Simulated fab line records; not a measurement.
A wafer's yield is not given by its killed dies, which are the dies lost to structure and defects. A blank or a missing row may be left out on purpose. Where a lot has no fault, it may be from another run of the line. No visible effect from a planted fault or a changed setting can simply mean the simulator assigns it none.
fab line records	flow nand_harc
record: lots: 6	wafers: 18	last_day: 30
route steps=1302 shown P_M0@264 END@1302
lots with no fault: from the same line, run without faults
start_h: hours from the record's opening day to when the first of the lot's shown wafers began	wait_h: hours since the lot's step before	" unchanged from the row above	L1.1+2: one row covering several wafers at once	- no value, or no start was given	* or withheld: withheld	< > ~ a bound
route shown NAME@n: NAME is a module with steps in the file, n the number in the route of the first one	usual: average and standard deviation across the fault-free wafers	same: alike in all rows	chamber/n: place in a boat	sites: each site's reading	_std_site: the standard deviation of these	_edge_site: inner sites' mean taken away from outer sites' mean	radius_mm: for every site, how far away it sits from the centre of the wafer	mask NAME#n: copy n	behind: the most recent tool/chamber to have shaped the wafer	hold: the reason the lot was held/the length of the hold in hours/how it ended	device: the transistor (n, p or np) that didn't switch	end of line: tests of these same wafers at the route's end	a step with no rows: only its recipe	killed: the dies lost at the first sort to structure and to defects; this is not the yield of the wafer	map: a wafer's dies, x killed, . not, _ none there
set.NAME: the setting that was run; set.NAME@STEP: the one run at that earlier step	model.NAME: the simulator's own value behind a step, which no gauge read
certain route steps with their lots: each step a table, each wafer a row
services: the hour from which a tool's chamber was out of use, counted from the record's first day as start_h (under 0 if before that day), plus the number of hours and why
== steps ==
step: NHARC_P_M0_OVL_MEAS_10
recipe: pitch_nm: 180
usual: overlay_x_nm: -0.1/0.77	overlay_y_nm: 0.5/0.73
lot.wafer	tool	chamber	start_h	wait_h	overlay_x_nm	overlay_y_nm
L493.2	overlay-02	-	164.18	-	-0.4	0.4
L493.4	"	-	"	"	-0.3	1.1
L493.5	"	-	"	"	0.0	0.2
L497.1	overlay-02	-	201.11	-	-0.1	1.5
L497.3	"	-	"	"	0.2	1.4
L497.6	"	-	"	"	0.0	1.4
L499.1	overlay-01	-	226.79	-	-0.7	1.3
L499.3	"	-	"	"	-0.8	1.0
L499.4	"	-	"	"	-0.9	1.0
L504.2	overlay-01	-	270.27	-	-0.6	-0.4
L504.4	"	-	"	"	-0.8	0.2
L504.6	"	-	"	"	-0.5	-0.4
L505.3	overlay-01	-	283.82	-	0.2	0.7
L505.4	"	-	"	"	0.3	0.6
L505.5	"	-	"	"	-0.1	1.0
L506.2	overlay-01	-	289.42	-	0.1	1.3
L506.4	"	-	"	"	-0.2	0.9
L506.6	"	-	"	"	-0.2	0.9
step: NHARC_P_M0_INSPECT_11
usual: raw_defect_count: 5/3.1
lot.wafer	tool	chamber	start_h	wait_h	raw_defect_count
L493.2	defect_inspect-02	-	164.22	0.0	1
L493.4	"	-	"	"	11
L493.5	"	-	"	"	4
L497.1	defect_inspect-02	-	201.14	0.0	7
L497.3	"	-	"	"	1
L497.6	"	-	"	"	1
L499.1	defect_inspect-02	-	226.83	0.0	3
L499.3	"	-	"	"	2
L499.4	"	-	"	"	3
L504.2	defect_inspect-01	-	270.30	0.0	5
L504.4	"	-	"	"	5
L504.6	"	-	"	"	4
L505.3	defect_inspect-01	-	283.86	0.0	4
L505.4	"	-	"	"	2
L505.5	"	-	"	"	3
L506.2	defect_inspect-02	-	289.46	0.0	7
L506.4	"	-	"	"	12
L506.6	"	-	"	"	10
step: NHARC_P_M0_DESCUM_14
recipe: time_s: 3	o2_flow_sccm: 200	ar_flow_sccm: 0	bias_power_w: 0	chemistry: O2
step: NHARC_P_M0_ETCH_34
recipe: target_depth_a: 400	overetch_a: 120	time_s: 43.94	ion_energy_ev: 200	n2_flow_sccm: 150	h2_flow_sccm: 150	ar_flow_sccm: 0	rf_w: 400	bias_w: 150	chemistry: N2/H2
step: NHARC_P_M0_ETCH_15
recipe: target_depth_a: 1500	overetch_a: 150	time_s: 82.5	c4f8_flow_sccm: withheld	ar_flow_sccm: 400	rf_w: 600	bias_w: 300	chemistry: C4F8/Ar
usual: oes_product_au: 0.964/0.02	rf_vpp_V: 439.9/2.6
lot.wafer	tool	chamber	start_h	wait_h	oes_product_au	rf_hours_counter_h	rf_vpp_V
L493.2	rie_diel-05	1	-	-	0.956	16	443.8
L493.4	"	2	"	"	0.973	15	436.4
L493.5	"	1	"	"	0.968	-	443.2
L497.1	rie_diel-05	0	-	-	0.980	23	441.5
L497.3	"	1	"	"	0.956	22	443.6
L497.6	"	1	"	"	0.977	-	444.5
L499.4	rie_diel-05	0	-	-	0.977	29	440.5
L499.1	"	1	"	"	0.968	26	442.3
L499.3	"	3	"	"	0.980	28	438.0
L504.4	rie_diel-05	1	-	-	0.952	7	443.3
L504.2	"	2	"	"	0.948	7	436.6
L504.6	"	1	"	"	0.963	-	443.7
L505.4	rie_diel-08	3	-	-	0.955	28	439.8
L505.3	"	0	"	"	0.953	34	438.3
L505.5	"	0	"	"	0.972	-	437.1
L506.2	rie_diel-05	0	-	-	0.952	11	441.4
L506.4	"	1	"	"	0.973	12	442.6
L506.6	"	0	"	"	0.946	-	440.9
step: NHARC_P_M0_CD_MEAS_16
usual: cd_nm: 89.3/0.78
lot.wafer	tool	chamber	start_h	wait_h	cd_nm
L493.2	cd_sem-02	-	164.58	-	88.7
L493.4	"	-	"	"	88.4
L493.5	"	-	"	"	89.6
L497.1	cd_sem-02	-	201.50	-	90.0
L497.3	"	-	"	"	89.3
L497.6	"	-	"	"	89.7
L499.1	cd_sem-01	-	227.19	-	87.5
L499.3	"	-	"	"	87.6
L499.4	"	-	"	"	88.1
L504.2	cd_sem-01	-	270.81	-	90.1
L504.4	"	-	"	"	88.4
L504.6	"	-	"	"	89.2
L505.3	cd_sem-01	-	284.23	-	90.5
L505.4	"	-	"	"	89.4
L505.5	"	-	"	"	90.2
L506.2	cd_sem-02	-	289.84	-	90.5
L506.4	"	-	"	"	88.5
L506.6	"	-	"	"	88.6
step: NHARC_P_M0_STRIP_18
recipe: power_w: 1000	n2_flow_sccm: 150	h2_flow_sccm: 150	ar_flow_sccm: 0	bias_w: 0	chemistry: N2/H2
step: NHARC_P_M0_STRIP_19
recipe: time_s: 600	temp_c: 30	chemistry: post_etch_residue_remover
step: NHARC_P_M0_DEGAS_28
recipe: temp_c: 250	time_s: 60
usual: heater_power_w: 338/33
lot.wafer	tool	chamber	start_h	wait_h	heater_power_w
L493.2	pvd_sputter-01	-	165.20	-	340
L493.4	"	-	"	"	415
L493.5	"	-	"	"	343
L497.1	pvd_sputter-01	-	202.13	-	422
L497.3	"	-	"	"	337
L497.6	"	-	"	"	410
L499.4	pvd_sputter-03	-	227.82	-	339
L499.3	"	-	"	"	351
L499.1	"	-	"	"	317
L504.2	pvd_sputter-02	-	271.43	-	294
L504.4	"	-	"	"	276
L504.6	"	-	"	"	298
L505.3	pvd_sputter-03	-	284.87	-	316
L505.4	"	-	"	"	316
L505.5	"	-	"	"	344
L506.4	pvd_sputter-03	-	290.45	-	316
L506.2	"	-	"	"	337
L506.6	"	-	"	"	324
step: NHARC_P_M0_PRE_CLEAN_29
recipe: time_s: 30	temp_c: 280	gas: H2/He
usual: heater_power_w: 415/42
lot.wafer	tool	chamber	start_h	wait_h	heater_power_w
L493.4	pvd_sputter-01	-	-	-	509
L493.2	"	-	"	"	449
L493.5	"	-	"	"	515
L497.3	pvd_sputter-01	-	-	-	452
L497.1	"	-	"	"	392
L497.6	"	-	"	"	426
L499.1	pvd_sputter-03	-	-	-	389
L499.3	"	-	"	"	427
L499.4	"	-	"	"	418
L504.4	pvd_sputter-02	-	-	-	339
L504.2	"	-	"	"	367
L504.6	"	-	"	"	410
L505.3	pvd_sputter-03	-	-	-	393
L505.4	"	-	"	"	415
L505.5	"	-	"	"	390
L506.2	pvd_sputter-03	-	-	-	416
L506.4	"	-	"	"	391
L506.6	"	-	"	"	383
step: NHARC_P_M0_PVD_20
recipe: target_thk_a: 50	bias_v: 168.6	power_w: 15000	chamber_pressure_pa: 0.12	time_s: 8.06	substrate_temp_c: 50	material: TaN
usual: bias_v: 168.6/1.7	chamber_pressure_pa: 0.12001/0.00025	throttle_valve_pct: 29.8/1.2
lot.wafer	tool	chamber	start_h	wait_h	bias_v	chamber_pressure_pa	throttle_valve_pct
L493.4	pvd_sputter-01	-	-	-	167.5	0.12003	30.5
L493.2	"	-	"	"	167.3	0.11992	31.2
L493.5	"	-	"	"	170.4	0.12005	30.6
L497.1	pvd_sputter-01	-	-	-	168.6	0.11982	31.3
L497.3	"	-	"	"	167.4	0.12021	28.5
L497.6	"	-	"	"	166.2	0.11981	31.3
L499.1	pvd_sputter-03	-	-	-	168.3	0.11963	30.0
L499.4	"	-	"	"	168.1	0.12011	29.9
L499.3	"	-	"	"	169.8	0.12023	30.2
L504.4	pvd_sputter-02	-	-	-	167.9	0.11969	30.6
L504.2	"	-	"	"	169.7	0.11985	30.3
L504.6	"	-	"	"	171.0	0.12003	29.3
L505.4	pvd_sputter-03	-	-	-	169.0	0.11997	27.6
L505.3	"	-	"	"	167.9	0.11996	29.9
L505.5	"	-	"	"	170.6	0.11965	27.7
L506.4	pvd_sputter-03	-	-	-	164.7	0.12015	27.5
L506.2	"	-	"	"	170.8	0.12025	30.0
L506.6	"	-	"	"	169.7	0.11974	29.8
step: NHARC_P_M0_PVD_21
recipe: target_thk_a: 300	chamber_pressure_pa: 5	power_w: 5000	substrate_temp_c: 30	time_s: 20.49	material: Cu
step: NHARC_P_M0_ECD_22
recipe: target_thk_a: 4000	bath_temp_c: 25	material: Cu
lot.wafer	tool	chamber	start_h	wait_h
L493.2+4+5	ecd_cu-02	0	165.61	-
L497.1+3+6	ecd_cu-01	1	202.54	-
L499.1+4+3	ecd_cu-02	1,0,1	228.32	-
L504.2+4+6	ecd_cu-02	1,1,0	271.78	-
L505.3+4+5	ecd_cu-01	1,0,1	285.32	-
L506.2+4+6	ecd_cu-01	1,0,0	290.86	-
step: NHARC_P_M0_ANNEAL_30
recipe: temp_c: 225	time_s: 90
usual: wafer_temp_C_max: 226.47/0.28
lot.wafer	tool	chamber	start_h	wait_h	wafer_temp_C_max
L493.2	rtp_anneal-01	0	165.99	-	226.21
L493.4	"	0	"	"	226.59
L493.5	"	0	"	"	226.31
L497.1	rtp_anneal-01	0	202.87	0.3	226.21
L497.3	"	0	"	"	226.58
L497.6	"	0	"	"	226.39
L499.1	rtp_anneal-02	0	228.65	-	226.39
L499.3	"	0	"	"	226.54
L499.4	"	0	"	"	226.51
L504.2	rtp_anneal-02	0	272.23	0.4	226.68
L504.4	"	0	"	"	226.89
L504.6	"	0	"	"	226.79
L505.3	rtp_anneal-02	0	285.70	0.3	226.42
L505.4	"	0	"	"	226.46
L505.5	"	0	"	"	226.71
L506.2	rtp_anneal-02	0	291.24	-	226.54
L506.4	"	0	"	"	226.84
L506.6	"	0	"	"	226.97
step: NHARC_P_M0_CMP_23
recipe: t_overpolish_s: 20	target_thk_nm: 117.54
usual: motor_current_A: 12.3/0.92	slurry_filter_dp_kPa: 13.50/0.15	time_to_endpoint_s: 29.5/2.3
lot.wafer	tool	chamber	start_h	wait_h	motor_current_A	slurry_filter_dp_kPa	time_to_endpoint_s
L493.2	cmp-03	1	166.31	-	12.6	13.46	32.7
L493.4	"	3	"	"	13.0	13.75	32.1
L493.5	"	1	"	"	12.3	13.39	35.0
L497.3	cmp-03	0	203.24	-	12.6	13.58	31.6
L497.1	"	2	"	"	12.0	13.52	26.1
L497.6	"	0	"	"	13.8	13.46	28.1
L499.4	cmp-04	3	229.03	-	11.3	13.63	27.6
L499.3	"	0	"	"	10.9	13.44	28.5
L499.1	"	1	"	"	11.8	13.43	28.9
L504.2	cmp-04	2	272.52	-	13.3	13.55	27.7
L504.4	"	3	"	"	11.0	13.53	28.9
L504.6	"	2	"	"	13.0	13.58	27.7
L505.4	cmp-04	0	285.94	-	10.9	13.71	10.6
L505.3	"	2	"	"	12.2	13.46	26.1
L505.5	"	1	"	"	11.7	13.57	27.6
L506.4	cmp-03	3	291.55	-	12.9	13.50	14.1
L506.2	"	1	"	"	12.3	13.43	31.8
L506.6	"	2	"	"	11.6	13.57	9.8
step: NHARC_P_M0_THK_MEAS_24
recipe: thk_meas_gauge: xrf
usual: thk_nm: 117.6/1.4
lot.wafer	tool	chamber	start_h	wait_h	thk_nm
L493.2	film_metro-01	-	166.60	-	118.7
L493.4	"	-	"	"	116.9
L493.5	"	-	"	"	117.6
L497.1	film_metro-02	-	203.53	-	117.4
L497.3	"	-	"	"	117.5
L497.6	"	-	"	"	119.0
L499.1	film_metro-02	-	229.31	-	119.4
L499.3	"	-	"	"	119.6
L499.4	"	-	"	"	118.6
L504.2	film_metro-02	-	272.83	-	115.9
L504.4	"	-	"	"	116.3
L504.6	"	-	"	"	116.5
L505.3	film_metro-02	-	286.25	-	114.1
L505.4	"	-	"	"	117.1
L505.5	"	-	"	"	115.1
L506.2	film_metro-01	-	291.85	-	119.6
L506.4	"	-	"	"	117.3
L506.6	"	-	"	"	114.2
step: NHARC_END_SORT_01
recipe: temp_c: 25
usual: defect_limited_yield: 91.6/2.8	killed_at_array: 52/18	killed_at_other: 0.6/0.83	killed_at_periphery: 4.3/2.8	killed_dies: 57/19	killed_open: 3.4/2	killed_short: 2.5/1.7	sort_bin_2_pct: 3.0/1.1	sort_bin_3_pct: 0.6/0.41	sort_bin_4_pct: 4.7/1.6	sort_n_pass: 620/19	sort_rim_yield_pct: 91/3.7	sort_yield_pct: 91.6/2.8
same: gross_dies: 677	sort_bin_5_pct[%]: 0	sort_bin_6_pct[%]: 0	sort_bin_7_pct[%]: 0	sort_bin_8_pct[%]: 0	sort_rim_n_gross: 106.00
lot.wafer	tool	chamber	start_h	wait_h	defect_limited_yield[%]	killed_at_array	killed_at_other	killed_at_periphery	killed_dies	killed_open	killed_short	sort_bin_2_pct[%]	sort_bin_3_pct[%]	sort_bin_4_pct[%]	sort_n_pass	sort_rim_yield_pct[%]	sort_yield_pct[%]
L493.2	prober-02	0	589.19	2.8	90.7	57	2	4	63	2	1	3.7	1.5	4.1	614	92	90.7
L493.4	prober-02	0	590.79	3.4	89.1	65	0	9	74	4	2	4.9	0	6.1	603	88	89.1
L493.5	prober-02	0	591.60	3.7	87.6	81	0	3	84	1	3	3.8	1.0	7.5	593	86	87.6
killed by level:class
L493.2 A_CHANNEL_HOLE_D1:chamber_film_flake=33 A_SLIT:chamber_film_flake=13 A_STAIRCASE:chamber_film_flake=3 P_GATE:chamber_film_flake=2 A_CHANNEL_HOLE_D2:chamber_film_flake=2 A_CONTACT:chamber_film_flake=2 HYBRID_BOND:chamber_film_flake=2 P_CONTACT:geometric_particle:open=1
L493.4 A_CHANNEL_HOLE_D1:chamber_film_flake=36 A_SLIT:chamber_film_flake=18 P_GATE:chamber_film_flake=8 A_CHANNEL_HOLE_D2:chamber_film_flake=3 A_CONTACT:chamber_film_flake=2 P_CONTACT:geometric_particle:open=1 A_CHANNEL_FILL_D1:geometric_particle:short=1 A_DECK1_JOINT:geometric_particle:open=1
L493.5 A_CHANNEL_HOLE_D1:chamber_film_flake=41 A_SLIT:chamber_film_flake=18 A_CONTACT:chamber_film_flake=10 A_CHANNEL_HOLE_D2:chamber_film_flake=5 A_CHANNEL_FILL_D1:geometric_particle:short=2 P_GATE:chamber_film_flake=2 A_DECK1_JOINT:chamber_film_flake=2 A_STAIRCASE:chamber_film_flake=2
== services ==
tool	chamber	start_h	hours	kind
pvd_sputter-02	-	150.08	10.1	repair
cmp-03	-	152.30	2.0	repair
ecd_cu-01	-	160.35	8.0	pm
cmp-03	-	162.09	4.0	pm
ecd_cu-02	-	181.36	6.2	repair
pvd_sputter-03	-	183.25	10.0	pm
pvd_sputter-02	-	187.23	2.3	repair
rie_diel-08	-	193.53	9.0	pm
pvd_sputter-02	-	202.97	0.8	repair
cmp-03	-	207.34	1.3	repair
pvd_sputter-01	-	209.65	0.5	repair
cmp-04	-	210.60	4.0	pm
pvd_sputter-01	-	226.00	10.0	pm
rie_diel-05	-	229.60	9.0	pm
cmp-03	-	234.10	1.0	repair
cmp-03	-	236.70	0.3	repair
cmp-04	-	242.07	2.6	repair
ecd_cu-02	-	244.00	8.0	pm
rie_diel-08	2	244.04	7.6	repair
ecd_cu-01	-	246.11	6.2	repair
cmp-03	-	257.89	0.4	repair
cmp-03	-	260.09	4.0	pm
pvd_sputter-02	-	282.00	10.0	pm
cmp-04	-	287.24	10.4	repair
== key ==
first_sign: step: NHARC_P_M0_CMP_23	reading: time_to_endpoint_s	direction: down	sigmas: 7.8	usual: *	struck: *
effect none on later readings
met_at NHARC_P_M0_ECD_22
struck_wafers L505.4,L506.4,L506.6
fault: kind: process_parameter_drift	tool: ecd_cu-01	chamber: 0	onset_h: 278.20	steps: NHARC_P_M0_ECD_22	channel: target_thk_a	offset: *	shape: step	end_h: 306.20	acts_in: *	stated: *
